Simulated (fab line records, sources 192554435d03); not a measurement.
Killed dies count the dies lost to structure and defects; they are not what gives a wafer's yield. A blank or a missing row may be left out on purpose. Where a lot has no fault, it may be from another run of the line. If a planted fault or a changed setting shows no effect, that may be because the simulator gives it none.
fab line records ; flow n5_finfet
[record] lots = 5; wafers = 13; last_day = 17
route steps=1938 shown BEOL_M6@1251 BEOL_M7@1263 PASSIVATION@1936
lots untouched by any fault: they come from a run of this same line in which no faults occurred
start_h: hours from the record's opening day to when the first of the lot's shown wafers began ; wait_h: hours from the lot's prior step to this one ; " as in the row above ; L1.1+2: a single row standing in for several wafers ; - value missing, or start not given ; * or withheld: withheld ; < > ~ a bound
route shown NAME@n: NAME is a module with steps in the file, n the number in the route of the first one ; usual: mean/standard deviation of fault-free wafers ; same: alike in all rows ; chamber/n: place in a boat ; sites: per-site readings ; _std_site: standard deviation of those values ; _edge_site: inner sites' mean taken away from outer sites' mean ; radius_mm: for every site, how far away it sits from the centre of the wafer ; mask NAME#n: copy n ; behind: the tool/chamber that last shaped the wafer ; hold: why the lot went on hold/how many hours it stayed there/how the hold came to an end ; device: whichever transistor did not switch (one of n, p or np) ; end of line: tests run on the same wafers once the route is complete ; a step with no rows: only its recipe ; killed: dies that structure and defects cost at the first sort, which is not the same as the wafer's yield ; map: a wafer's dies, marking killed ones x, the rest . and places with no die _
set.NAME: the setting as run; set.NAME@STEP: as run at that earlier step ; model.NAME: the simulator's own value behind a step, which no gauge read
certain route steps with their lots: each step a table, each wafer a row
services: from which hour (start_h, from the record's first day; less than 0 if before it) a tool's chamber was out of use, for how many hours, and why
[[steps]]
[step N5_BEOL_M6_ALD_77]
[recipe] material = TaN; target_thk_a = 20; temp_c = 275; ald_precursor_family = PDMAT; ald_co_reactant = NH3; pressure_torr = 3; carrier_flow_sccm = 1500; pulse_time_s = 2; purge_time_s = 3; co_reactant_purge_time_s = 2; co_reactant_pulse_time_s = 3; ald_cycles = 40; precursor_vessel_temp_c = 75; precursor_vessel_pressure_torr = 26.25; precursor_vessel_carrier_sccm = 1000
[step N5_BEOL_M6_SURFACE_TREAT_79]
[recipe] gas = Ar; time_s = *; ion_energy_ev = *; ion_current_ma_cm2 = 0.5; pressure_mtorr = *; ar_flow_sccm = 30
[step N5_BEOL_M6_CVD_78]
[recipe] material = Co; target_thk_a = 20; temp_c = withheld; precursor = CCTBA/H2; pressure_torr = 30; time_s = 142.3
[step N5_BEOL_M6_SPUTTER_48]
[recipe] material = Cu; target_thk_a = 100; temp_c = -20; bias_v = 60; power_w = 26000; chamber_pressure_pa = 0.13; time_s = 1.667
[step N5_BEOL_M6_ECD_50]
[recipe] material = Cu; target_thk_a = 3000
[step N5_BEOL_M6_ANNEAL_51]
[recipe] temp_c = 225; time_s = 90; ambient = N2
[step N5_BEOL_M6_CMP_52]
[recipe] stop_on = SiCOH_lowk; t_overpolish_s = 6.9; down_force_psi = 1; platen_rpm = 50; clearing_platen_down_force_psi = 1.5; clearing_platen_rpm = 50; post_cmp_clean = cu_alkaline; target_thk_nm = 80; clearing_platen_pad_velocity_m_s = 0.99484; pad_velocity_m_s = 0.99484
[step N5_BEOL_M6_PRE_CLEAN_55]
[recipe] gas = NH3; time_s = 15; temp_c = withheld; rf_power_w = 300
[step N5_BEOL_M6_DEP_56]
[recipe] material = SiCN; target_thk_a = 100; temp_c = withheld; precursor = 3MS/NH3; pressure_torr = 3; rf_w = 202; time_s = 17.5
[step N5_BEOL_M7_ILD_DEP_00]
[recipe] material = SiCOH_lowk; target_thk_a = 1797.5; temp_c = 300; precursor = DEMS/porogen; pressure_torr = 5; rf_w = 500; time_s = 33.4
[usual] heater_power_w = 320/61; rf_fwd_power_W = 495.1/1.8; showerhead_plenum_p_Torr = 5.747/0.012; susceptor_temp_C = 300.00/0.21; throttle_valve_pct = 13.6/0.55
lot.wafer;tool;chamber;start_h;wait_h;heater_power_w;rf_fwd_power_W;showerhead_plenum_p_Torr;susceptor_temp_C;throttle_valve_pct;model.SiCOH_lowk_of_BEOL_M7_ILD_DEP_00.thk_nm
L770.2;pecvd-04;1;248.09;0.0;452;498.1;5.744;300.16;14.4;177.6
L770.4;pecvd-04;2;248.09;0.0;237;495.8;5.752;299.67;13.0;180.6
L770.6;pecvd-04;1;248.09;0.0;442;497.2;5.731;299.84;14.5;179
L773.1;pecvd-01;1;257.35;0.0;263;494.1;5.759;299.81;13.5;175.2
L773.3;pecvd-01;2;257.35;0.0;342;496.0;5.751;300.23;13.4;178.6
L773.4;pecvd-01;0;257.35;0.0;288;496.2;5.745;300.08;13.5;179.4
L778.3;pecvd-01;0;292.19;0.0;249;497.7;5.740;300.02;13.8;181.4
L778.4;pecvd-01;0;292.19;0.0;256;-;5.742;-;13.6;143.6
L777.4;pecvd-01;2;298.38;0.1;323;-;5.759;-;13.6;142
L777.6;pecvd-01;1;298.38;0.1;242;495.6;5.749;299.75;13.8;182.6
L783.1;pecvd-01;1;316.52;0.0;262;494.5;5.744;299.89;14.1;179.2
L783.3;pecvd-01;0;316.52;0.0;292;497.1;5.732;300.13;13.4;179.2
L783.5;pecvd-01;1;316.52;0.0;267;-;5.761;-;13.9;140.2
[step N5_BEOL_M7_CURE_74]
[recipe] temp_c = 385; time_s = 240; ambient = He/Ar; material = SiCOH_lowk
[step N5_BEOL_M7_THK_MEAS_01]
[recipe] reads = SiCOH_lowk_of_BEOL_M7_ILD_DEP_00
[usual] M7_ILD_THK = 155.1/1.8
lot.wafer;tool;chamber;start_h;wait_h;M7_ILD_THK[nm]
L770.2;film_metro-01;-;249.36;0.7;153.2
L770.4;film_metro-01;-;249.36;0.7;155.7
L770.6;film_metro-01;-;249.36;0.7;154.4
L773.1;film_metro-02;-;257.96;0.4;150.9
L773.3;film_metro-02;-;257.96;0.4;154.1
L773.4;film_metro-02;-;257.96;0.4;154.8
L778.3;film_metro-01;-;293.00;0.3;156.4
L778.4;film_metro-01;-;293.00;0.3;123.6
L777.4;film_metro-01;-;298.94;0.2;122.1
L777.6;film_metro-01;-;298.94;0.2;157.4
L783.1;film_metro-01;-;317.58;0.8;154.5
L783.3;film_metro-01;-;317.58;0.8;154.6
L783.5;film_metro-01;-;317.58;0.8;120.6
[step N5_BEOL_M7_PECVD_70]
[recipe] material = SiO2; target_thk_a = 200; temp_c = 400; precursor = TEOS/O2; pressure_torr = 5.5; rf_w = 450; teos_flow_sccm = 53.8; gas = O2; flow_sccm = 3000; time_s = 22.7
[step N5_BEOL_M7_HM_DEP_02]
[recipe] material = TiN; target_thk_a = 200; temp_c = 25; chamber_pressure_pa = 0.49996
[step N5_BEOL_M7_COAT_59]
[recipe] resist = SOC; temp_c = 250; time_s = 60; spin_rpm = 1500; resist_thk_nm = 100
[step N5_BEOL_M7_COAT_60]
[recipe] resist = SiARC; temp_c = 220; time_s = 60; spin_rpm = 1500; resist_thk_nm = 35
[step N5_BEOL_M7_COAT_05]
[recipe] resist = CAR-ArF; spin_rpm = 1500; resist_thk_nm = 90
[step N5_BEOL_M7_EBR_07]
[recipe] solvent = PGMEA; ebr_width_mm = 1.5
[step N5_BEOL_M7_SOFTBAKE_06]
[recipe] temp_c = 110; time_s = 60; resist = CAR-ArF
[step N5_BEOL_M7_EXPOSE_08]
[recipe] mask_id = M7; na = 1.35; source_shape = dipole; sigma_inner = 0.817; sigma_outer = 0.97; polarization = te; dose_mj = 68.25
[step N5_BEOL_M7_PEB_09]
[recipe] peb_temp_c = withheld; peb_time_s = 60; resist = CAR-ArF
[step N5_BEOL_M7_DEVELOP_10]
[recipe] develop_time_s = 30; developer = TMAH; resist = CAR-ArF; rinse_liquid = diw; dry = air_spin; dev_temp_c = 23
[step N5_BEOL_M7_DESCUM_16]
[recipe] chemistry = O2; time_s = 7.9; source_power_w = 50; bias_power_w = 20; pressure_mtorr = 20; rf_frequency_hz = 2.712e+07; temp_c = 40; resist = CAR-ArF; o2_flow_sccm = 225
[step N5_BEOL_M7_ETCH_61]
[recipe] chemistry = CF4; target = SiARC; target_depth_a = 455; mask_material = CAR-ArF; time_s = 75.8; ion_energy_ev = 80; pressure_mtorr = 40; source_w = 545; bias_w = 36; Ar_flow_sccm = 100; cf4_flow_sccm = 100; ends = cleared
[step N5_BEOL_M7_ETCH_62]
[recipe] chemistry = N2/H2; target = SOC; target_depth_a = 1100; overetch_a = 220; mask_material = SiARC; temp_c = 40; time_s = 165; ion_energy_ev = 200; pressure_mtorr = 30; source_w = 840; bias_w = 150; n2_flow_sccm = 200; h2_flow_sccm = 200
[step N5_BEOL_M7_STRIP_68]
[recipe] chemistry = N2/H2; temp_c = 40; n2_flow_sccm = 200; h2_flow_sccm = 200; rf_frequency_hz = 6e+07
[step N5_BEOL_M7_STRIP_67]
[recipe] chemistry = CF4; resist = SiARC; power_w = 300; bias_power_w = 75; pressure_mtorr = 50; cf4_flow_sccm = 150; rf_frequency_hz = 6e+07
[step N5_BEOL_M7_HM_OPEN_17]
[recipe] chemistry = Cl2/BCl3; target_depth_a = 200; overetch_a = 60; target = TiN; mask_material = SOC; ion_energy_ev = 150; pressure_mtorr = 10; icp_w = 1000; bias_w = 126; Cl2_flow_sccm = 53.25; bcl3_flow_sccm = 21.75; Ar_flow_sccm = 25
[step N5_BEOL_M7_STRIP_19]
[recipe] chemistry = O2; power_w = 400; temp_c = 40; pressure_mtorr = 30; rf_frequency_hz = 6e+07; bias_power_w = 0; overash_fraction = 0.2; o2_flow_sccm = 225
[step N5_BEOL_M7_COAT_63]
[recipe] resist = SOC; temp_c = 250; time_s = 60; spin_rpm = 1500; resist_thk_nm = 60
[step N5_BEOL_M7_COAT_64]
[recipe] resist = SiARC; temp_c = 220; time_s = 60; spin_rpm = 1500; resist_thk_nm = 12
[step N5_BEOL_M7_COAT_71]
[recipe] resist = underlayer; temp_c = 205; time_s = 60; spin_rpm = 1500; resist_thk_nm = 5
[step N5_BEOL_M7_COAT_22]
[recipe] resist = CAR-EUV; spin_rpm = 1500; resist_thk_nm = 30
[step N5_BEOL_M7_EBR_24]
[recipe] solvent = PGMEA; ebr_width_mm = 1.5
[step N5_BEOL_M7_SOFTBAKE_23]
[recipe] temp_c = 110; time_s = 60; resist = CAR-EUV
[step N5_BEOL_M7_CMP_52]
[recipe] stop_on = SiCOH_lowk; t_overpolish_s = 6.9; down_force_psi = 1; platen_rpm = 50; clearing_platen_down_force_psi = 1.5; clearing_platen_rpm = 50; post_cmp_clean = cu_alkaline; target_thk_nm = 80; clearing_platen_pad_velocity_m_s = 0.99484; pad_velocity_m_s = 0.99484
[usual] clearing_platen_down_force_psi = 1.4995/0.0027; motor_current_A = 6.0/0.76
lot.wafer;tool;chamber;start_h;wait_h;clearing_platen_down_force_psi;motor_current_A;model.SiCOH_lowk_of_BEOL_M7_ILD_DEP_00.thk_nm
L770.4;cmp-01;3;256.49;0.2;1.4997;5.3;152.6
L770.2;cmp-01;0;256.49;0.2;1.4981;7.3;150.2
L770.6;cmp-01;2;256.49;0.2;1.5053;6.1;151.4
L773.1;cmp-01;3;267.02;0.3;1.4985;5.1;148
L773.4;cmp-01;0;267.02;0.3;1.5026;7.0;151.8
L773.3;cmp-01;2;267.02;0.3;1.4981;6.4;151
L778.3;cmp-03;1;299.69;0.2;1.4998;5.0;153.4
L778.4;cmp-03;3;299.69;0.2;1.4969;6.0;120.6
L777.4;cmp-03;2;306.51;0.2;1.4939;6.7;119.2
L777.6;cmp-03;3;306.51;0.2;1.5033;6.4;154.4
L783.3;cmp-02;3;325.01;0.2;1.4994;6.5;151.6
L783.1;cmp-02;2;325.01;0.2;1.4993;5.9;151.4
L783.5;cmp-02;0;325.01;0.2;1.4981;5.7;117.6
[step N5_PASSIVATION_PROBE_49]
[usual] defect_limited_yield = 91.5/1.4; killed_at_M0_to_M3 = 33/10; killed_at_M4_up = 13/5; killed_at_contacts = 13/5.6; killed_at_front_end = 38/12; killed_at_other = 3.9/2.7; killed_dies = 100/16; killed_open = 66/13; killed_short = 32/7.2; sort_bin_5_function = 5.0/0.97; sort_bin_6_memory = 3.2/0.61; sort_n_pass = 1080/16; sort_yield_pct = 91.5/1.4
[same] gross_dies = 1180; killed_at_back_side = 0; sort_bin_4_leakage[%] = 0; sort_bin_8_speed[%] = 0
lot.wafer;tool;chamber;start_h;wait_h;defect_limited_yield[%];killed_at_M0_to_M3;killed_at_M4_up;killed_at_contacts;killed_at_front_end;killed_at_other;killed_dies;killed_open;killed_short;sort_bin_5_function[%];sort_bin_6_memory[%];sort_n_pass;sort_yield_pct[%]
L770.2;prober-01;-;329.88;0.1;92.4;24;20;4;36;6;90;64;25;4.0;3.1;1090;92.4
L770.4;prober-01;-;329.98;0.2;89.8;39;15;10;48;8;120;78;41;6.9;3.1;1060;89.8
L770.6;prober-01;-;330.08;0.3;90.3;30;23;8;49;4;114;84;29;5.4;4.1;1066;90.3
L773.1;prober-01;-;337.01;0.0;88.8;59;13;19;41;0;132;89;43;6.7;4.1;1048;88.8
L773.3;prober-01;-;337.11;0.1;90.6;53;3;10;41;4;111;71;38;5.9;3.2;1069;90.6
L773.4;prober-01;-;337.16;0.2;88.5;61;12;16;44;3;136;92;42;7.5;3.4;1044;88.5
L777.4;prober-02;-;378.08;0.2;90.4;25;15;10;59;4;113;59;49;5.8;3.1;1067;90.4
L777.6;prober-02;-;378.18;0.3;92.0;35;8;12;32;7;94;57;34;4.4;3.1;1086;92.0
L778.3;prober-01;-;379.40;0.1;90.6;42;21;14;28;6;111;76;28;6.1;3.0;1069;90.6
L778.4;prober-01;-;379.45;0.2;91.6;43;17;12;15;12;99;64;31;4.2;3.4;1081;91.6
// killed by level:class
L770.2 STI_FIN_REVEAL:geometric_particle:open=19 BEOL_M0_SAQP:geometric_particle:open=11 BEOL_M4:geometric_particle:open=10 BEOL_M0_SAQP:geometric_particle:short=7 GATE_CUT:geometric_particle:short=5 BEOL_M1:geometric_particle:open=4 FIN_SAQP:geometric_particle:short=3 MOL_CONTACT_COAG:geometric_particle:open=3
L770.4 STI_FIN_REVEAL:geometric_particle:open=19 BEOL_M0_SAQP:geometric_particle:short=10 BEOL_M0_SAQP:geometric_particle:open=9 MOL_CONTACT_COAG:geometric_particle:open=8 BEOL_M2:geometric_particle:open=7 BEOL_M4:geometric_particle:open=7 GATE_CUT:geometric_particle:short=6 BEOL_M0:geometric_particle:open=5
L770.6 STI_FIN_REVEAL:geometric_particle:open=18 BEOL_M4:geometric_particle:open=8 MOL_CONTACT_COAG:geometric_particle:open=7 FIN_SAQP:geometric_particle:open=6 BEOL_M0_SAQP:geometric_particle:short=6 STARTING-WAFER:geometric_particle:open=6 BEOL_M7:geometric_particle:open=6 BEOL_M0_SAQP:geometric_particle:open=5
L773.1 MOL_CONTACT_COAG:geometric_particle:open=17 BEOL_M0_SAQP:geometric_particle:short=12 FIN_SAQP:geometric_particle:open=10 BEOL_M1:geometric_particle:open=10 BEOL_M2:geometric_particle:open=10 BEOL_M0_SAQP:geometric_particle:open=10 STI_FIN_REVEAL:geometric_particle:open=9 BEOL_M2:geometric_particle:short=5
L773.3 BEOL_M2:geometric_particle:open=11 BEOL_M1:geometric_particle:open=11 BEOL_M0_SAQP:geometric_particle:open=11 STI_FIN_REVEAL:geometric_particle:open=10 DUMMY_GATE:geometric_particle:open=8 MOL_CONTACT_COAG:geometric_particle:open=8 BEOL_M0_SAQP:geometric_particle:short=8 FIN_SAQP:geometric_particle:short=6
L773.4 MOL_CONTACT_COAG:geometric_particle:open=15 BEOL_M0_SAQP:geometric_particle:open=13 BEOL_M0_SAQP:geometric_particle:short=12 FIN_SAQP:geometric_particle:open=11 BEOL_M1:geometric_particle:open=10 BEOL_M2:geometric_particle:open=10 FIN_SAQP:geometric_particle:short=8 STI_FIN_REVEAL:geometric_particle:open=7
L777.4 FIN_SAQP:geometric_particle:open=13 FIN_SAQP:geometric_particle:short=8 BEOL_M0_SAQP:geometric_particle:short=8 DUMMY_GATE:geometric_particle:open=7 GATE_CUT:geometric_particle:short=6 BEOL_M0_SAQP:geometric_particle:open=6 MOL_CONTACT_COAG:geometric_particle:open=6 DUMMY_GATE:geometric_particle:short=5
L777.6 BEOL_M0_SAQP:geometric_particle:short=14 DUMMY_GATE:geometric_particle:open=10 MOL_CONTACT_COAG:geometric_particle:open=8 BEOL_M0_SAQP:geometric_particle:open=7 FIN_SAQP:geometric_particle:open=5 FIN_CUT:geometric_particle:open=5 BEOL_M2:geometric_particle:open=5 BEOL_M3:geometric_particle:open=5
L778.3 BEOL_M1:geometric_particle:open=15 MOL_CONTACT_COAG:geometric_particle:open=12 FIN_SAQP:geometric_particle:open=6 BEOL_M0_SAQP:geometric_particle:open=6 BEOL_M0_SAQP:geometric_particle:short=6 BEOL_M12:coat_microbubble_printed=5 STARTING-WAFER:geometric_particle:open=4 DUMMY_GATE:geometric_particle:open=4
L778.4 MOL_CONTACT_COAG:geometric_particle:open=11 BEOL_M0_SAQP:geometric_particle:short=11 BEOL_M1:geometric_particle:open=9 BEOL_M3:geometric_particle:open=8 BEOL_M0_SAQP:geometric_particle:open=7 BEOL_M4:geometric_particle:open=5 BEOL_M8:geometric_particle:open=4 MIM_TOP_ETCH:geometric_particle:open=4
[[services]]
tool;chamber;start_h;hours;kind
pecvd-01;2;232.62;4.2;repair
cmp-02;-;246.20;5.2;pm
pecvd-04;1;264.91;2.1;scheduled_down
cmp-03;-;288.14;4.0;pm
cmp-03;-;292.14;-;consumable_replace:conditioner
cmp-03;-;292.14;-;consumable_replace:pad
cmp-01;-;292.42;2.4;repair
cmp-02;-;294.59;1.2;repair
pecvd-04;0;295.89;2.1;scheduled_down
[[key]]
[first_sign] step = N5_BEOL_M7_THK_MEAS_01; reading = M7_ILD_THK; direction = down; sigmas = 19; usual = 155.1; struck = 122.1
effect none on later readings
[model_effect] step = N5_BEOL_M7_ILD_DEP_00; value = SiCOH_lowk_of_BEOL_M7_ILD_DEP_00.thk_nm; without = 182.1; struck = 141.9
[model_effect] step = N5_BEOL_M7_CMP_52; value = SiCOH_lowk_of_BEOL_M7_ILD_DEP_00.thk_nm; without = 154.1; struck = 119.1
met_at N5_BEOL_M7_ILD_DEP_00
struck_wafers L777.4,L778.4,L783.5
onset_between 257.35 292.19
[fault] kind = process_parameter_drift; tool = pecvd-01; chamber = -; onset_h = 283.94; steps = N5_BEOL_M7_ILD_DEP_00; channel = time_s; offset = *; shape = step; end_h = 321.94; scope = struck_wafers_only; acts_in = *; stated = *
